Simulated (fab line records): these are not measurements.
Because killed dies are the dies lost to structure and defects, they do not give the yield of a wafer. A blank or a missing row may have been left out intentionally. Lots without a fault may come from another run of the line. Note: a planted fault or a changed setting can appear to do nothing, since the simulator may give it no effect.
What tool caused it? || flow n5-finfet || Sampling: 8 lots, 24 wafers, 5 of 1938 route steps

== WHAT THE GAUGES SHOWED, per wafer ==
N5_BEOL_M4_RC_MEAS_101.
{"lot": "L686", "measured": "day 7 20:59", "on": "prober-02", "DIBL_N (mV/V)": "35.8 38.3 36.7"}
{"lot": "L689", "measured": "day 9 04:06", "on": "prober-02", "DIBL_N (mV/V)": "35.5 36.6 34.2"}
{"lot": "L693", "measured": "day 9 21:19", "on": "prober-01", "DIBL_N (mV/V)": "36.9 35.8 36.2"}
{"lot": "L694", "measured": "day 9 22:42", "on": "prober-01", "DIBL_N (mV/V)": "33.8 36.2 35.3"}
{"lot": "L697", "measured": "day 10 15:59", "on": "prober-02", "DIBL_N (mV/V)": "35.2 36.1 38.4"}
{"lot": "L698", "measured": "day 11 08:19", "on": "prober-02", "DIBL_N (mV/V)": "35.3 36.1 35.1"}
{"lot": "L702", "measured": "day 11 22:12", "on": "prober-02", "DIBL_N (mV/V)": "35.7 33.7 35.3"}
{"lot": "L708", "measured": "day 13 22:22", "on": "prober-02", "DIBL_N (mV/V)": "35.7 33.3 35.0"}

== WHAT TOOL EACH LOT RAN ON (gives the tool, then ch and the chambers of the sampled wafers, and finally the start) ==
{"lot": "L686", "N5_MOL_CONTACT_COAG_ETCH_105": "rie-diel-01 ch 0,3, day 4 19:41", "N5_MOL_CONTACT_COAG_ETCH_106": "rie-diel-01 ch 0,3, day 4 19:43", "N5_MOL_CONTACT_COAG_ETCH_110": "rie-diel-01 ch 0,3, day 4 19:55", "N5_MOL_CONTACT_COAG_ALD_27": "ald-sin-03 ch 0,3, day 5 03:33"}
{"lot": "L689", "N5_MOL_CONTACT_COAG_ETCH_105": "rie-diel-01 ch 2,3, day 5 13:54", "N5_MOL_CONTACT_COAG_ETCH_106": "rie-diel-01 ch 2,3, day 5 13:56", "N5_MOL_CONTACT_COAG_ETCH_110": "rie-diel-01 ch 2,3, day 5 14:07", "N5_MOL_CONTACT_COAG_ALD_27": "ald-sin-02 ch 0,1, day 5 21:34"}
{"lot": "L693", "N5_MOL_CONTACT_COAG_ETCH_105": "rie-diel-01 ch 0,2,3, day 6 13:17", "N5_MOL_CONTACT_COAG_ETCH_106": "rie-diel-01 ch 0,2,3, day 6 13:19", "N5_MOL_CONTACT_COAG_ETCH_110": "rie-diel-01 ch 0,2,3, day 6 13:30", "N5_MOL_CONTACT_COAG_ALD_27": "ald-sin-03 ch 1,2, day 6 19:38"}
{"lot": "L694", "N5_MOL_CONTACT_COAG_ETCH_105": "rie-diel-01 ch 0,2,3, day 6 16:13", "N5_MOL_CONTACT_COAG_ETCH_106": "rie-diel-01 ch 0,2,3, day 6 16:15", "N5_MOL_CONTACT_COAG_ETCH_110": "rie-diel-01 ch 0,2,3, day 6 16:27", "N5_MOL_CONTACT_COAG_ALD_27": "ald-sin-03 ch 0,1,3, day 7 00:58"}
{"lot": "L697", "N5_MOL_CONTACT_COAG_ETCH_105": "rie-diel-02 ch 0,1,2, day 7 12:14", "N5_MOL_CONTACT_COAG_ETCH_106": "rie-diel-02 ch 0,1,2, day 7 12:16", "N5_MOL_CONTACT_COAG_ETCH_110": "rie-diel-02 ch 0,1,2, day 7 12:28", "N5_MOL_CONTACT_COAG_ALD_27": "ald-sin-03 ch 0,1,2, day 7 21:32"}
{"lot": "L698", "N5_MOL_CONTACT_COAG_ETCH_105": "rie-diel-05 ch 2,3, day 7 22:30", "N5_MOL_CONTACT_COAG_ETCH_106": "rie-diel-05 ch 2,3, day 7 22:32", "N5_MOL_CONTACT_COAG_ETCH_110": "rie-diel-05 ch 2,3, day 7 22:43", "N5_MOL_CONTACT_COAG_ALD_27": "ald-sin-02 ch 0,2,3, day 8 04:37"}
{"lot": "L702", "N5_MOL_CONTACT_COAG_ETCH_105": "rie-diel-01 ch 0,2,3, day 8 22:35", "N5_MOL_CONTACT_COAG_ETCH_106": "rie-diel-01 ch 0,2,3, day 8 22:37", "N5_MOL_CONTACT_COAG_ETCH_110": "rie-diel-01 ch 0,2,3, day 8 22:49", "N5_MOL_CONTACT_COAG_ALD_27": "ald-sin-01 ch 0,1, day 9 04:32"}
{"lot": "L708", "N5_MOL_CONTACT_COAG_ETCH_105": "rie-diel-01 ch 0,2,3, day 10 07:54", "N5_MOL_CONTACT_COAG_ETCH_106": "rie-diel-01 ch 0,2,3, day 10 07:56", "N5_MOL_CONTACT_COAG_ETCH_110": "rie-diel-01 ch 0,2,3, day 10 08:08", "N5_MOL_CONTACT_COAG_ALD_27": "ald-sin-01 ch 0,1,3, day 10 17:41"}
- N5_MOL_CONTACT_COAG_ETCH_105: etches SiARC in CF4, target depth 15.6 nm, time 26 s.
- N5_MOL_CONTACT_COAG_ETCH_106: etches SOC in N2/H2, target depth 80 nm, overetch 16 nm, time 120 s.
- N5_MOL_CONTACT_COAG_ETCH_110: etches Si in CF4/O2, target depth 2.5 nm, time 8 s.
- N5_MOL_CONTACT_COAG_ALD_27: deposits SiOC, target thk 17 nm, pulse time 1.5 s, time 2720 s.

== THE ANSWER, worked out from the rows above alone ==
Rule: the lots themselves supply what counts as usual. Put in order of their means at a reading, lots are off if they are a third of the lots or fewer, leave a main group of 4 or more, and stand apart from it by a gap of 3 or more times the standard deviation of the main group's means; of several such gaps the widest counts. Not used: any main group whose means are identical at the precision the tables above print for the reading. A lot without any number at a reading at which 4 lots or more have one is off too. The other lots that the step has rows for count as sound.
No lot is off at any reading shown: from this, nothing can be told.

== WHAT HAD BEEN PUT IN BY THE SIMULATOR ==
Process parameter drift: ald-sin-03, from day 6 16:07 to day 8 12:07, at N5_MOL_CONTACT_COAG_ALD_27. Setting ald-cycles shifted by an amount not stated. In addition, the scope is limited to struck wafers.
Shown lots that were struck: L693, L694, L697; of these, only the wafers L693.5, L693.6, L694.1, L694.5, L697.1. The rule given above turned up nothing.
